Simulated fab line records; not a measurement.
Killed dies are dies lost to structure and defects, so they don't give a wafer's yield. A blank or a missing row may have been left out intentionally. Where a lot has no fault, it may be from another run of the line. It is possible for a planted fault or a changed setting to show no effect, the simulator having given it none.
fab line records | flow nandHarc
[record] lots = 11 wafers = 33 lastDay = 33
route steps=1302 shown A_CHANNEL_HOLE_D1@465 A_CHANNEL_FILL_D1@495
lots that met no fault: from a run of the same line without faults
startH: hours from the record's first day to the start of the lot's first wafer shown | waitH: time in hours since the lot's previous step | " repeats the value in the row above | L1.1+2: several wafers, shown together as one row | - value missing, or start not given | * or withheld: withheld | < > ~ a bound
route shown NAME@n: a module of which the file shows steps, and the number in the route of the first | usual: mean/standard deviation taken from wafers without a fault | same: alike in all rows | chamber/n: place in a boat | sites: each site's reading | _std_site: standard deviation across them | _edge_site: inner sites' mean taken away from outer sites' mean | radiusMm: how far each site lies from the wafer's centre | mask NAME#n: copy n | behind: the last tool/chamber to shape the wafer | hold: why the lot went on hold/how many hours it stayed there/how the hold came to an end | device: whichever transistor did not switch (one of n, p or np) | end of line: the route-end tests of the same wafers | a step without rows: its recipe alone | killed: dies lost to structure and defects at the first sort, not the wafer's yield | map: per-die view of a wafer (x killed, . not killed, _ where there is no die)
set.NAME: the setting the step ran with; set.NAME@STEP: the setting that earlier step ran with | model.NAME: the simulator's own value behind a step, which no gauge read
one table for each step of the route and one row for each wafer, over a sample of lots
services: a tool's chamber out of use, with start hour (startH, from the record's first day; less than 0 if before it), hours out, and reason
[[steps]]
[step NHARC_A_CHANNEL_HOLE_D1_DESCUM_15]
[recipe] timeS = 3 o2FlowSccm = 200 arFlowSccm = 0 biasPowerW = 0 chemistry = O2
[usual] chamberPressureMTorr = 59.99/0.048 drypumpMotorCurrentA = 5.6/0.42 o2FlowSccm = 200.0/0.56 oesProductAu = 0.999/0.0085 rfVppV = 57.9/0.91 showerheadPlenumPTorr = 1.93/0.069 throttleValvePct = 11.312/0.0091
[same] biasPowerW = 0 timeS = 3
// columns lot.wafer tool chamber startH waitH chamberPressureMTorr drypumpMotorCurrentA o2FlowSccm oesProductAu rfHoursCounterH rfVppV showerheadPlenumPTorr throttleValvePct
L672.1 rieDiel-06 3 175.65 0.1 60.02 5.9 200.5 1.001 3 57.4 1.90 11.302
L672.4 " 1 " " 59.97 5.7 199.7 0.987 3 58.3 1.98 11.318
L672.3 " 2 " " 60.00 5.1 200.4 0.998 3 59.1 2.05 11.301
L673.1 rieDiel-06 3 196.15 0.1 60.02 6.0 200.1 1.017 4 57.1 1.90 11.306
L673.3 " 2 " " 59.93 5.1 200.4 1.004 6 59.1 2.04 11.302
L673.5 " 3 " " 60.00 5.9 200.8 1.007 - 56.9 1.90 11.330
L674.2 rieDiel-06 2 203.61 0.1 59.98 5.1 198.9 0.993 6 57.1 2.04 11.304
L674.4 " 0 " " 59.90 5.3 199.6 1.001 5 55.6 1.87 11.317
L674.5 " 2 " " 59.95 5.1 199.4 0.997 - 58.2 2.04 11.310
L678.1 rieDiel-06 0 241.30 0.1 59.91 5.3 200.0 0.995 8 59.2 1.87 11.306
L678.4 " 2 " " 60.00 5.1 200.2 0.991 10 57.4 2.04 11.324
L678.5 " 0 " " 60.01 5.3 198.5 0.998 - 58.1 1.87 11.298
L679.4 rieDiel-06 2 245.58 0.1 59.97 5.1 199.8 0.990 10 57.2 2.04 11.303
L679.3 " 3 " " 59.94 6.0 199.8 1.000 9 56.5 1.89 11.296
L679.5 " 0 " " 60.03 5.3 201.2 0.996 - 58.6 1.87 11.317
L682.4 rieDiel-11 3 275.66 0.1 59.94 6.1 200.1 1.006 3 58.8 1.80 11.305
L682.3 " 0 " " 59.96 6.5 199.8 0.985 2 56.1 1.86 11.307
L682.6 " 2 " " 60.02 5.6 201.0 1.002 - 56.9 1.97 11.295
L683.1 rieDiel-06 2 288.65 0.1 59.99 5.1 200.7 1.002 14 58.6 2.04 11.320
L683.6 " 2 " " 59.98 5.1 199.9 1.001 - 58.8 2.04 11.310
L683.5 " 3 " " 59.97 5.9 199.4 0.993 - 57.8 1.89 11.323
L684.1 rieDiel-06 3 296.17 0.1 59.96 5.9 199.3 0.994 14 58.2 1.89 11.314
L684.4 " 0 " " 59.97 5.3 200.0 1.011 14 58.1 1.86 11.299
L684.5 " 2 " " 60.02 5.1 199.9 1.002 - 57.0 2.04 11.319
L691.4 rieDiel-06 0 382.10 0.1 59.92 5.2 200.4 0.996 4 56.5 1.86 11.314
L691.2 " 2 " " 59.97 5.1 201.0 0.990 4 57.7 2.04 11.316
L691.6 " 3 " " 60.05 6.0 200.4 0.993 - 59.2 1.89 11.315
L693.4 rieDiel-06 2 397.83 0.1 60.04 5.1 200.5 1.004 5 59.0 2.04 11.327
L693.2 " 0 " " 60.03 5.3 199.8 1.002 5 57.6 1.86 11.306
L693.6 " 3 " " 59.94 5.9 200.1 0.984 - 59.6 1.89 11.306
L694.1 rieDiel-06 1 408.63 0.1 59.95 5.7 199.7 0.994 7 58.7 1.97 11.305
L694.3 " 2 " " 59.97 5.1 200.0 0.996 6 59.2 2.04 11.313
L694.6 " 3 " " 60.05 5.9 199.7 0.991 - 57.8 1.89 11.315
[step NHARC_A_CHANNEL_HOLE_D1_ETCH_25]
[recipe] biasV = 5000 sourceW = withheld pressureMtorr = 20 timeS = 1040.2 arFlowSccm = 375 c4f8FlowSccm = 93.8 o2FlowSccm = 31.2 tempC = -20 targetDepthA = 15000 chemistry = C4F8/O2/Ar
[usual] chamberPressureMTorr = 20.001/0.018 drypumpMotorCurrentA = 6.0/0.42 o2FlowSccm = 31.20/0.09 showerheadPlenumPTorr = 3.72/0.094 tempC = -20.01/0.098 throttleValvePct = 32.237/0.0093
[same] timeS = 1040.2
// columns lot.wafer tool chamber startH waitH chamberPressureMTorr drypumpMotorCurrentA o2FlowSccm rfHoursCounterH showerheadPlenumPTorr tempC throttleValvePct
L672.1 harEtch-02 0 179.69 0.6 19.995 5.5 31.25 293 3.62 -20.10 32.248
L672.4 " 0 " " 20.004 5.4 31.32 - 3.62 -20.01 32.226
L672.3 " 1 " " 20.004 6.6 31.23 - 3.76 -20.28 32.234
L673.1 harEtch-01 1 200.38 0.7 19.985 6.2 31.19 98 3.72 -19.89 32.227
L673.3 " 1 " " 19.982 6.2 31.20 - 3.72 -20.05 32.221
L673.5 " 1 " " 20.005 6.2 31.32 - 3.72 -20.00 32.243
L674.2 harEtch-02 1 207.84 0.7 19.973 6.6 31.33 309 3.75 -19.94 32.239
L674.4 " 1 " " 20.000 6.6 31.15 - 3.75 -19.94 32.263
L674.5 " 1 " " 20.004 6.6 31.22 - 3.75 -19.89 32.227
L678.1 harEtch-02 1 247.57 0.7 19.967 6.6 31.36 332 3.74 -20.11 32.247
L678.4 " 0 " " 19.989 5.5 31.27 - 3.60 -20.30 32.221
L678.5 " 0 " " 19.984 5.4 31.27 - 3.60 -19.96 32.237
L679.3 harEtch-02 0 251.87 0.7 19.980 5.4 31.13 - 3.60 -20.11 32.244
L679.4 " 1 " " 19.975 6.6 31.09 - 3.74 -20.18 32.233
L679.5 " 1 " " 20.022 6.6 31.36 - 3.74 -20.03 32.256
L682.3 harEtch-02 1 280.03 0.7 19.988 6.6 31.13 - 3.73 -19.97 32.241
L682.4 " 0 " " 20.003 5.4 31.19 - 3.59 -20.05 32.238
L682.6 " 0 " " 20.011 5.4 31.14 - 3.59 -19.95 32.227
L683.1 harEtch-02 0 292.72 0.6 19.982 5.4 31.33 359 3.58 -20.17 32.236
L683.6 " 0 " " 19.995 5.4 31.22 - 3.58 -20.09 32.234
L683.5 " 1 " " 20.016 6.6 31.29 - 3.73 -20.25 32.250
L684.1 harEtch-01 0 300.38 0.6 19.992 5.9 31.18 155 3.84 -20.05 32.217
L684.4 " 0 " " 19.971 5.9 31.07 - 3.84 -20.06 32.240
L684.5 " 1 " " 20.010 6.2 31.10 - 3.69 -19.84 32.242
L691.2 harEtch-01 0 386.28 0.6 19.984 5.9 31.25 205 3.81 -20.00 32.235
L691.4 " 0 " " 20.019 5.9 31.20 - 3.81 -20.06 32.242
L691.6 " 1 " " 20.003 6.2 31.19 - 3.67 -19.90 32.244
L693.2 harEtch-02 0 402.07 0.7 20.017 5.4 31.17 3 3.93 -20.13 32.240
L693.4 " 0 " " 20.001 5.4 31.16 - 3.93 -20.12 32.245
L693.6 " 1 " " 19.967 6.7 31.06 - 3.70 -20.07 32.244
L694.1 harEtch-01 0 413.57 0.7 19.981 5.9 31.18 228 3.80 -19.99 32.230
L694.3 " 1 " " 20.001 6.2 31.20 - 3.65 -20.16 32.243
L694.6 " 0 " " 19.990 5.9 31.18 - 3.80 -20.03 32.227
[step NHARC_A_CHANNEL_HOLE_D1_ETCH_26]
[recipe] biasV = 300 sourceW = 2000 pressureMtorr = 30 timeS = 224.1 arFlowSccm = 375 c4f8FlowSccm = 11.4 o2FlowSccm = 113.6 tempC = -20 targetDepthA = 3000 chemistry = C4F8/O2/Ar
[usual] chamberPressureMTorr = 30.003/0.029 drypumpMotorCurrentA = 6.0/0.42 o2FlowSccm = 113.7/0.38 showerheadPlenumPTorr = 3.77/0.099 tempC = -20.00/0.11 throttleValvePct = 24.584/0.0097
[same] timeS = 224.1
// columns lot.wafer tool chamber startH waitH chamberPressureMTorr drypumpMotorCurrentA o2FlowSccm rfHoursCounterH showerheadPlenumPTorr tempC throttleValvePct
L672.1 harEtch-02 0 180.57 0.7 30.010 5.4 113.5 294 3.66 -19.80 24.590
L672.4 " 0 " " 30.073 5.4 113.4 - 3.66 -20.11 24.580
L672.3 " 1 " " 29.983 6.6 114.0 - 3.82 -19.93 24.577
L673.1 harEtch-01 1 201.15 0.6 30.017 6.2 113.8 99 3.78 -20.10 24.582
L673.3 " 1 " " 29.999 6.2 113.7 - 3.78 -20.04 24.591
L673.5 " 1 " " 29.970 6.2 113.9 - 3.78 -20.28 24.586
L674.2 harEtch-02 1 208.60 0.6 30.026 6.6 113.7 310 3.81 -19.96 24.592
L674.4 " 1 " " 29.981 6.6 113.2 - 3.81 -20.02 24.572
L674.5 " 1 " " 30.012 6.6 113.4 - 3.81 -19.80 24.568
L678.1 harEtch-02 1 248.33 0.6 29.975 6.6 113.2 333 3.79 -19.90 24.568
L678.4 " 0 " " 29.999 5.4 113.6 - 3.64 -19.92 24.580
L678.5 " 0 " " 29.989 5.4 113.4 - 3.64 -19.82 24.597
L679.3 harEtch-02 0 252.52 0.5 30.043 5.4 113.0 - 3.64 -20.00 24.582
L679.4 " 1 " " 29.983 6.6 113.3 - 3.79 -19.93 24.585
L679.5 " 1 " " 29.992 6.6 113.4 - 3.79 -20.00 24.596
L682.3 harEtch-02 1 280.69 0.5 29.960 6.6 113.0 - 3.78 -20.17 24.595
L682.4 " 0 " " 29.948 5.4 113.0 - 3.63 -20.03 24.583
L682.6 " 0 " " 30.029 5.5 113.6 - 3.63 -19.92 24.583
L683.1 harEtch-02 0 293.61 0.7 29.991 5.5 114.0 360 3.63 -20.25 24.584
L683.6 " 0 " " 29.987 5.4 113.9 - 3.63 -20.10 24.595
L683.5 " 1 " " 29.947 6.6 113.9 - 3.78 -20.03 24.567
L684.1 harEtch-01 0 301.14 0.6 29.990 5.9 113.7 156 3.90 -20.02 24.590
L684.4 " 0 " " 29.931 5.9 113.8 - 3.90 -20.10 24.579
L684.5 " 1 " " 29.973 6.2 113.2 - 3.74 -20.15 24.580
L691.2 harEtch-01 0 387.04 0.6 30.086 5.9 113.2 205 3.87 -20.03 24.575
L691.4 " 0 " " 30.028 5.9 113.5 - 3.87 -19.96 24.579
L691.6 " 1 " " 30.020 6.2 113.9 - 3.72 -20.05 24.601
L693.2 harEtch-02 0 402.85 0.6 30.041 5.4 113.9 4 3.99 -19.75 24.578
L693.4 " 0 " " 30.042 5.4 113.9 - 3.99 -19.95 24.587
L693.6 " 1 " " 29.966 6.6 112.8 - 3.75 -20.03 24.571
L694.1 harEtch-01 0 414.33 0.6 29.996 5.9 113.5 228 3.86 -20.11 24.576
L694.3 " 1 " " 29.993 6.2 114.0 - 3.70 -20.00 24.591
L694.6 " 0 " " 29.968 5.9 113.6 - 3.86 -19.93 24.582
[step NHARC_A_CHANNEL_FILL_D1_ALD_15]
[recipe] targetThkA = 20 pulseTimeS = 60 aldCycles = 19 tempC = 630 pressureTorr = 2 material = SiNx
[usual] aldCycles = 19/0 precursorPulseHeightRel = 1.001/0.022
// columns lot.wafer tool chamber startH waitH aldCycles precursorPulseHeightRel
L672.1 aldSinBatch-02 0 193.00 - 19 0.932
L672.3 " 0 " " 19 0.999
L672.4 " 0 " " 19 1.040
L673.1 aldSinBatch-02 0 213.37 - 19 0.986
L673.3 " 0 " " 19 1.010
L673.5 " 0 " " 19 1.008
L674.2 aldSinBatch-02 0 221.12 - 18 1.008
L674.4 " 0 " " 18 1.034
L674.5 " 0 " " 18 0.984
L678.1 aldSinBatch-02 0 260.63 - 18 0.999
L678.4 " 0 " " 18 1.048
L678.5 " 0 " " 18 0.993
L679.3 aldSinBatch-01 0 265.98 - 19 0.981
L679.4 " 0 " " 19 0.985
L679.5 " 0 " " 19 0.999
L682.3 aldSinBatch-03 0 294.01 - 19 0.994
L682.4 " 0 " " 19 1.001
L682.6 " 0 " " 19 1.044
L683.1 aldSinBatch-01 0 308.51 - 19 1.005
L683.5 " 0 " " 19 1.035
L683.6 " 0 " " 19 1.015
L684.1 aldSinBatch-03 0 315.92 - 19 1.002
L684.4 " 0 " " 19 1.031
L684.5 " 0 " " 19 1.028
L691.2 aldSinBatch-01 0 400.74 - 19 0.993
L691.4 " 0 " " 19 0.994
L691.6 " 0 " " 19 0.992
L693.2 aldSinBatch-03 0 415.25 3.3 19 0.995
L693.4 " 0 " " 19 0.977
L693.6 " 0 " " 19 0.971
L694.1 aldSinBatch-03 0 426.99 - 19 1.045
L694.3 " 0 " " 19 1.002
L694.6 " 0 " " 19 0.996
[[services]]
// columns tool chamber startH hours kind
rieDiel-06 0 163.71 - clean
rieDiel-06 1 163.71 - clean
rieDiel-06 2 163.71 - clean
rieDiel-06 3 181.09 5.6 repair
rieDiel-11 3 184.88 1.4 repair
rieDiel-06 - 189.00 0.5 repair
aldSinBatch-01 - 205.76 16.3 repair
harEtch-02 - 242.88 0.3 repair
rieDiel-11 - 255.60 9.0 pm
aldSinBatch-02 - 266.00 26.0 pm
rieDiel-06 - 307.21 9.0 pm
harEtch-01 - 315.20 4.6 repair
aldSinBatch-03 - 349.80 15.6 repair
harEtch-02 - 381.82 17.0 pm
harEtch-02 0 381.82 17.0 ventCycle
harEtch-02 1 381.82 17.0 ventCycle
harEtch-02 0 398.82 - clean
harEtch-02 0 398.82 - consumableReplace:focusRing
harEtch-02 0 398.82 - consumableReplace:showerhead
harEtch-02 1 398.82 - clean
harEtch-02 1 398.82 - consumableReplace:focusRing
rieDiel-11 1 399.63 34.1 repair
rieDiel-11 3 405.17 43.9 repair
aldSinBatch-02 - 416.34 8.0 repair
[[key]]
[firstSign] step = NHARC_A_CHANNEL_FILL_D1_ALD_15 reading = aldCycles direction = down sigmas = 99+ usual = 19 struck = 18
effect none on later readings
metAt NHARC_A_CHANNEL_FILL_D1_ALD_15
struckLots L674,L678
testerLeftOut L674,L678
notActingAt NHARC_A_CHANNEL_HOLE_D1_DESCUM_15,NHARC_A_CHANNEL_HOLE_D1_ETCH_25,NHARC_A_CHANNEL_HOLE_D1_ETCH_26
onsetBetween 213.37 221.12
[fault] kind = processParameterDrift tool = aldSinBatch-02 chamber = - onsetH = 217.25 steps = NHARC_A_CHANNEL_FILL_D1_ALD_15 channel = aldCycles offset = -1 shape = step actsIn = theseRecipesOnly stated = 19
// testerLeftOut: of these lots the tester's yield and bins aren't shown, on N5 and GAA mostly nor the transistor test; their killed dies are dies lost to structure and defects alone, not to doping, threshold or leakage, so they don't give the yield
